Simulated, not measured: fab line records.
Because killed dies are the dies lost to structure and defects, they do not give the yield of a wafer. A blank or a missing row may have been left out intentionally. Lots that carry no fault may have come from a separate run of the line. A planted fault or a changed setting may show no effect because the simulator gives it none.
Split-lot trial    flow n5_finfet    on a route of 1938 steps: 7 lots, 21 wafers read

== THE SPLIT ==
At N5_BEOL_M10_COAT_64 (time 60 s, resist thk 30 nm), the setting spin_rpm was moved away from the recipe's 1500 rpm on 7 of the 21 wafers read, by -10.3% to +6.9%. The other wafers ran this setting at the recipe's value.

== FROM THE SPLIT TO THE READING: what the file shows between them, 3 steps ==
- N5_BEOL_M10_COAT_22: resist thk 90 nm
- N5_BEOL_M10_EBR_24
- N5_BEOL_M10_DESCUM_33: chemistry O2, time 7.9 s

== THE READING ==
CAR-ArF_of_BEOL_M10_COAT_22.thk_nm (the simulator's own value, which no gauge read), in nm, at N5_BEOL_M10_ETCH_65 (etches SiARC in CF4, target depth 39 nm, time 65 s). The file does not state a usual value for it. Average 55.3 nm, standard deviation 0.26 nm, over the 14 wafers here run with the recipe.

wafer   tool, chamber at the split  spin_rpm as run, rpm  against the recipe  CAR-ArF_of_BEOL_M10_COAT_22.thk_nm, nm  against lot-mates on the recipe
L074.1  litho_track-05, 0           1345                  -10.3%              53.8                                    -1.6
L074.3  litho_track-05, 0           1500                  recipe              55.4                                    -
L074.6  litho_track-05, 0           1345                  -10.3%              54                                      -1.4
L080.1  litho_track-02, 0           1403                  -6.5%               54.8                                    -1.2
L080.2  litho_track-02, 0           1500                  recipe              56                                      -
L080.6  litho_track-02, 0           1403                  -6.5%               54.8                                    -1.2
L087.2  litho_track-04, 0           1500                  recipe              55                                      -
L087.4  litho_track-04, 0           1500                  recipe              55.2                                    -
L087.5  litho_track-04, 0           1500                  recipe              55                                      -
L090.1  litho_track-04, 0           1500                  recipe              55.4                                    -
L090.3  litho_track-04, 0           1500                  recipe              55.4                                    -
L090.6  litho_track-04, 0           1500                  recipe              55.4                                    -
L088.2  litho_track-02, 0           1565                  +4.3%               56                                      +0.6
L088.5  litho_track-02, 0           1565                  +4.3%               56                                      +0.6
L088.6  litho_track-02, 0           1500                  recipe              55.4                                    -
L095.3  litho_track-05, 0           1500                  recipe              55.4                                    -
L095.4  litho_track-05, 0           1500                  recipe              55.4                                    -
L095.6  litho_track-05, 0           1500                  recipe              55                                      -
L093.1  litho_track-05, 0           1604                  +6.9%               56                                      +0.9
L093.4  litho_track-05, 0           1500                  recipe              55.2                                    -
L093.6  litho_track-05, 0           1500                  recipe              55                                      -

FIT RESULTS
A straight line over all 21 wafers: CAR-ArF_of_BEOL_M10_COAT_22.thk_nm changes by +0.122 nm for each +1% of spin_rpm; r = +0.90; the points scatter about the line by 0.25 nm.
The same after taking each lot's own level away (the mean of its wafers on the recipe; 21 wafers): +0.15 nm for each +1%; r = +0.98; scatter 0.12 nm.
Per that fit: largest spin_rpm move, reading shift of 1.6 nm.
The span of the lots' own levels, 55.07 to 56.00 nm, comes to 3.6 times the standard deviation stated above.
Thus the slope moves with the lot-to-lot level: the two fits are different.
Check: for one of the wafers moved furthest among these (-10.3%), held out of the fit, the line's prediction against its lot-mates is -1.57 nm. It came out at -1.6 nm against them.

== ADDITIONAL SPLITS CARRIED BY THESE WAFERS ==
Note: prior to the reading, these wafers also went through further splits. Each is held against what the fit with the lots' levels taken away leaves over:
other split on the same wafers    wafers away from the commonest value  r with CAR-ArF_of_BEOL_M10_COAT_22.thk_nm (lot level and that fit taken away)
N5_BEOL_M7_DESCUM_33 time_s       6                                     +0.24
N5_BEOL_M7_TRENCH_ETCH_37 bias_w  7                                     -0.20
N5_BEOL_M8_EXPOSE_25 dose_mj      4                                     +0.25
N5_BEOL_M9_TRENCH_ETCH_37 bias_w  3                                     -0.12
N5_BEOL_M10_COAT_63 spin_rpm      7                                     -0.08

== THE WHOLE CHAIN: every reading that the file lists as answering this split, in the file's order ==
step                 what it does                                        reading                                                                              change (the file's fit)                r (the file's)
N5_BEOL_M10_COAT_64  time 60 s, resist thk 30 nm                         SiARC_of_BEOL_M10_COAT_64.thk_nm (the simulator's own value, which no gauge read)    -0.146 nm for each +1% of the setting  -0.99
N5_BEOL_M10_ETCH_65  etches SiARC in CF4, target depth 39 nm, time 65 s  etch.depth_nm (the simulator's own value, which no gauge read)                       -0.149 nm for each +1% of the setting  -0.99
N5_BEOL_M10_ETCH_65  etches SiARC in CF4, target depth 39 nm, time 65 s  CAR-ArF_of_BEOL_M10_COAT_22.thk_nm (the simulator's own value, which no gauge read)  +0.149 nm for each +1% of the setting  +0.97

== THE FILE'S OWN FIT ==
CAR-ArF_of_BEOL_M10_COAT_22.thk_nm changes by +0.149 nm for each +1% of spin_rpm, r = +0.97.
